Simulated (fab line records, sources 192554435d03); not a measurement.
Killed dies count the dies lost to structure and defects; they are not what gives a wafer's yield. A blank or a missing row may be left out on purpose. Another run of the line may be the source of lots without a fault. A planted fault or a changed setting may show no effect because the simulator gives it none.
Split-lot experiment / flow n5 finfet / on a route of 1938 steps: 7 lots, 39 wafers read

== ON THE SPLIT ==
At N5_BEOL_M7_DEP_56 (deposits SiCN from 3MS/NH3, target thk 10 nm, time 17.5 s), the setting target thk a was moved away from the recipe's 100 angstrom on 9 of the 39 wafers read, by -51.0% to +26.0%. This setting was run at the recipe's value on the other wafers.

The reading comes from the split's own step.

== THE READING ==
SiCN_of_BEOL_M7_DEP_56.thk nm (the simulator's own value, which no gauge read), in nm, at N5_BEOL_M7_DEP_56 (deposits SiCN from 3MS/NH3, target thk 10 nm, time 17.5 s). The file does not state a usual value for it. The 30 wafers here that ran the recipe average 10.0 nm, standard deviation 0.17 nm.

wafer=L076.1; tool, chamber at the split=pecvd-01, 0,1; target thk a as run, angstrom=100; against the recipe=recipe; SiCN_of_BEOL_M7_DEP_56.thk nm, nm=9.8; against lot-mates on the recipe=-
wafer=L076.2; tool, chamber at the split=pecvd-01, 0,1; target thk a as run, angstrom=100; against the recipe=recipe; SiCN_of_BEOL_M7_DEP_56.thk nm, nm=9.8; against lot-mates on the recipe=-
wafer=L076.3; tool, chamber at the split=pecvd-01, 0,1,0,1; target thk a as run, angstrom=100; against the recipe=recipe; SiCN_of_BEOL_M7_DEP_56.thk nm, nm=10; against lot-mates on the recipe=-
wafer=L076.4; tool, chamber at the split=pecvd-01, 0,1,0,1; target thk a as run, angstrom=100; against the recipe=recipe; SiCN_of_BEOL_M7_DEP_56.thk nm, nm=10; against lot-mates on the recipe=-
wafer=L076.5; tool, chamber at the split=pecvd-01, 0,1,0,1; target thk a as run, angstrom=100; against the recipe=recipe; SiCN_of_BEOL_M7_DEP_56.thk nm, nm=10; against lot-mates on the recipe=-
wafer=L076.6; tool, chamber at the split=pecvd-01, 0,1,0,1; target thk a as run, angstrom=100; against the recipe=recipe; SiCN_of_BEOL_M7_DEP_56.thk nm, nm=10; against lot-mates on the recipe=-
wafer=L079.1; tool, chamber at the split=pecvd-01, 1,2; target thk a as run, angstrom=100; against the recipe=recipe; SiCN_of_BEOL_M7_DEP_56.thk nm, nm=10; against lot-mates on the recipe=-
wafer=L079.5; tool, chamber at the split=pecvd-01, 1,2; target thk a as run, angstrom=100; against the recipe=recipe; SiCN_of_BEOL_M7_DEP_56.thk nm, nm=10; against lot-mates on the recipe=-
wafer=L079.4; tool, chamber at the split=pecvd-01, 0; target thk a as run, angstrom=100; against the recipe=recipe; SiCN_of_BEOL_M7_DEP_56.thk nm, nm=10.2; against lot-mates on the recipe=-
wafer=L084.1; tool, chamber at the split=pecvd-01, 2,1,0,2; target thk a as run, angstrom=100; against the recipe=recipe; SiCN_of_BEOL_M7_DEP_56.thk nm, nm=9.8; against lot-mates on the recipe=-
wafer=L084.2; tool, chamber at the split=pecvd-01, 2,1,0,2; target thk a as run, angstrom=100; against the recipe=recipe; SiCN_of_BEOL_M7_DEP_56.thk nm, nm=9.8; against lot-mates on the recipe=-
wafer=L084.3; tool, chamber at the split=pecvd-01, 2,1,0,2; target thk a as run, angstrom=100; against the recipe=recipe; SiCN_of_BEOL_M7_DEP_56.thk nm, nm=9.8; against lot-mates on the recipe=-
wafer=L084.4; tool, chamber at the split=pecvd-01, 2,1,0,2; target thk a as run, angstrom=100; against the recipe=recipe; SiCN_of_BEOL_M7_DEP_56.thk nm, nm=9.8; against lot-mates on the recipe=-
wafer=L084.5; tool, chamber at the split=pecvd-01, 0; target thk a as run, angstrom=100; against the recipe=recipe; SiCN_of_BEOL_M7_DEP_56.thk nm, nm=10.2; against lot-mates on the recipe=-
wafer=L084.6; tool, chamber at the split=pecvd-01, 1; target thk a as run, angstrom=100; against the recipe=recipe; SiCN_of_BEOL_M7_DEP_56.thk nm, nm=10; against lot-mates on the recipe=-
wafer=L085.1; tool, chamber at the split=pecvd-04, 0,2,2,1; target thk a as run, angstrom=100; against the recipe=recipe; SiCN_of_BEOL_M7_DEP_56.thk nm, nm=10.2; against lot-mates on the recipe=-
wafer=L085.2; tool, chamber at the split=pecvd-04, 0,2,2,1; target thk a as run, angstrom=100; against the recipe=recipe; SiCN_of_BEOL_M7_DEP_56.thk nm, nm=10.2; against lot-mates on the recipe=-
wafer=L085.5; tool, chamber at the split=pecvd-04, 0,2,2,1; target thk a as run, angstrom=100; against the recipe=recipe; SiCN_of_BEOL_M7_DEP_56.thk nm, nm=10.2; against lot-mates on the recipe=-
wafer=L085.6; tool, chamber at the split=pecvd-04, 0,2,2,1; target thk a as run, angstrom=100; against the recipe=recipe; SiCN_of_BEOL_M7_DEP_56.thk nm, nm=10.2; against lot-mates on the recipe=-
wafer=L085.3; tool, chamber at the split=pecvd-04, 1; target thk a as run, angstrom=100; against the recipe=recipe; SiCN_of_BEOL_M7_DEP_56.thk nm, nm=10; against lot-mates on the recipe=-
wafer=L085.4; tool, chamber at the split=pecvd-04, 0; target thk a as run, angstrom=100; against the recipe=recipe; SiCN_of_BEOL_M7_DEP_56.thk nm, nm=10.4; against lot-mates on the recipe=-
wafer=L088.1; tool, chamber at the split=pecvd-04, 2,1; target thk a as run, angstrom=48.95; against the recipe=-51.0%; SiCN_of_BEOL_M7_DEP_56.thk nm, nm=5; against lot-mates on the recipe=-5.1
wafer=L088.2; tool, chamber at the split=pecvd-04, 2,1; target thk a as run, angstrom=48.95; against the recipe=-51.0%; SiCN_of_BEOL_M7_DEP_56.thk nm, nm=5; against lot-mates on the recipe=-5.1
wafer=L088.3; tool, chamber at the split=pecvd-04, 0; target thk a as run, angstrom=100; against the recipe=recipe; SiCN_of_BEOL_M7_DEP_56.thk nm, nm=10.2; against lot-mates on the recipe=-
wafer=L088.4; tool, chamber at the split=pecvd-04, 1,2; target thk a as run, angstrom=100; against the recipe=recipe; SiCN_of_BEOL_M7_DEP_56.thk nm, nm=10; against lot-mates on the recipe=-
wafer=L088.6; tool, chamber at the split=pecvd-04, 1,2; target thk a as run, angstrom=100; against the recipe=recipe; SiCN_of_BEOL_M7_DEP_56.thk nm, nm=10; against lot-mates on the recipe=-
wafer=L088.5; tool, chamber at the split=pecvd-04, 0; target thk a as run, angstrom=48.95; against the recipe=-51.0%; SiCN_of_BEOL_M7_DEP_56.thk nm, nm=5.2; against lot-mates on the recipe=-4.9
wafer=L092.1; tool, chamber at the split=pecvd-04, 2; target thk a as run, angstrom=126; against the recipe=+26.0%; SiCN_of_BEOL_M7_DEP_56.thk nm, nm=12.4; against lot-mates on the recipe=+2.3
wafer=L092.2; tool, chamber at the split=pecvd-04, 1; target thk a as run, angstrom=100; against the recipe=recipe; SiCN_of_BEOL_M7_DEP_56.thk nm, nm=9.8; against lot-mates on the recipe=-
wafer=L092.3; tool, chamber at the split=pecvd-04, 0; target thk a as run, angstrom=100; against the recipe=recipe; SiCN_of_BEOL_M7_DEP_56.thk nm, nm=10.2; against lot-mates on the recipe=-
wafer=L092.6; tool, chamber at the split=pecvd-04, 0; target thk a as run, angstrom=100; against the recipe=recipe; SiCN_of_BEOL_M7_DEP_56.thk nm, nm=10.2; against lot-mates on the recipe=-
wafer=L092.4; tool, chamber at the split=pecvd-04, 2,1; target thk a as run, angstrom=126; against the recipe=+26.0%; SiCN_of_BEOL_M7_DEP_56.thk nm, nm=12.6; against lot-mates on the recipe=+2.5
wafer=L092.5; tool, chamber at the split=pecvd-04, 2,1; target thk a as run, angstrom=126; against the recipe=+26.0%; SiCN_of_BEOL_M7_DEP_56.thk nm, nm=12.6; against lot-mates on the recipe=+2.5
wafer=L097.1; tool, chamber at the split=pecvd-01, 1,2,0; target thk a as run, angstrom=100; against the recipe=recipe; SiCN_of_BEOL_M7_DEP_56.thk nm, nm=9.8; against lot-mates on the recipe=-
wafer=L097.2; tool, chamber at the split=pecvd-01, 1,2,0; target thk a as run, angstrom=100; against the recipe=recipe; SiCN_of_BEOL_M7_DEP_56.thk nm, nm=9.8; against lot-mates on the recipe=-
wafer=L097.3; tool, chamber at the split=pecvd-01, 1,2,0; target thk a as run, angstrom=100; against the recipe=recipe; SiCN_of_BEOL_M7_DEP_56.thk nm, nm=9.8; against lot-mates on the recipe=-
wafer=L097.4; tool, chamber at the split=pecvd-01, 0; target thk a as run, angstrom=49.11; against the recipe=-50.9%; SiCN_of_BEOL_M7_DEP_56.thk nm, nm=5; against lot-mates on the recipe=-4.8
wafer=L097.5; tool, chamber at the split=pecvd-01, 1,2; target thk a as run, angstrom=49.11; against the recipe=-50.9%; SiCN_of_BEOL_M7_DEP_56.thk nm, nm=4.8; against lot-mates on the recipe=-5.0
wafer=L097.6; tool, chamber at the split=pecvd-01, 1,2; target thk a as run, angstrom=49.11; against the recipe=-50.9%; SiCN_of_BEOL_M7_DEP_56.thk nm, nm=4.8; against lot-mates on the recipe=-5.0
Rows listing several chambers each stand for several wafers; the file does not say which wafer went through which chamber.

THE FIT
A straight line over all 39 wafers: SiCN_of_BEOL_M7_DEP_56.thk nm changes by +0.0986 nm for each +1% of target thk a; r = +1.00; the points scatter about the line by 0.17 nm.
The same after taking each lot's own level away (the mean of its wafers on the recipe; 39 wafers): +0.0971 nm for each +1%; r = +1.00; scatter 0.12 nm.
On that fit, the largest move of target thk a shifts the reading by 5 nm.
Across the lots, their own levels run from 9.80 to 10.20 nm, a range of 2.3 times the standard deviation given above.
So the lot-to-lot level changes the slope little: the two slopes agree.
Check: with one of the wafers moved furthest among these (-51.0%) left out of the fit, the line predicts -4.94 nm for it against its lot-mates. Against them it came out at -5.07 nm.

== THE OTHER SPLITS THESE WAFERS WENT THROUGH ==
These wafers also went through other splits before the reading. Each is held against what the fit with the lots' levels taken away leaves over:
other split on the same wafers=N5_FIN_SAQP_HM_DEP_03 target thk a; wafers away from the commonest value=15; r with SiCN_of_BEOL_M7_DEP_56.thk nm (lot level and that fit taken away)=+0.08
other split on the same wafers=N5_ILD0_PRECLEAN_10 time s; wafers away from the commonest value=12; r with SiCN_of_BEOL_M7_DEP_56.thk nm (lot level and that fit taken away)=-0.12
other split on the same wafers=N5_MOL_CONTACT_COAG_ALD_133 ald cycles; wafers away from the commonest value=12; r with SiCN_of_BEOL_M7_DEP_56.thk nm (lot level and that fit taken away)=-0.05
other split on the same wafers=N5_MOL_CONTACT_COAG_CVD_140 target thk a; wafers away from the commonest value=15; r with SiCN_of_BEOL_M7_DEP_56.thk nm (lot level and that fit taken away)=+0.09
other split on the same wafers=N5_BEOL_M6_ETCH_62 target depth a; wafers away from the commonest value=18; r with SiCN_of_BEOL_M7_DEP_56.thk nm (lot level and that fit taken away)=-0.13

== FILE'S OWN FIT ==
SiCN_of_BEOL_M7_DEP_56.thk nm changes by +0.0971 nm for each +1% of target thk a, r = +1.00.
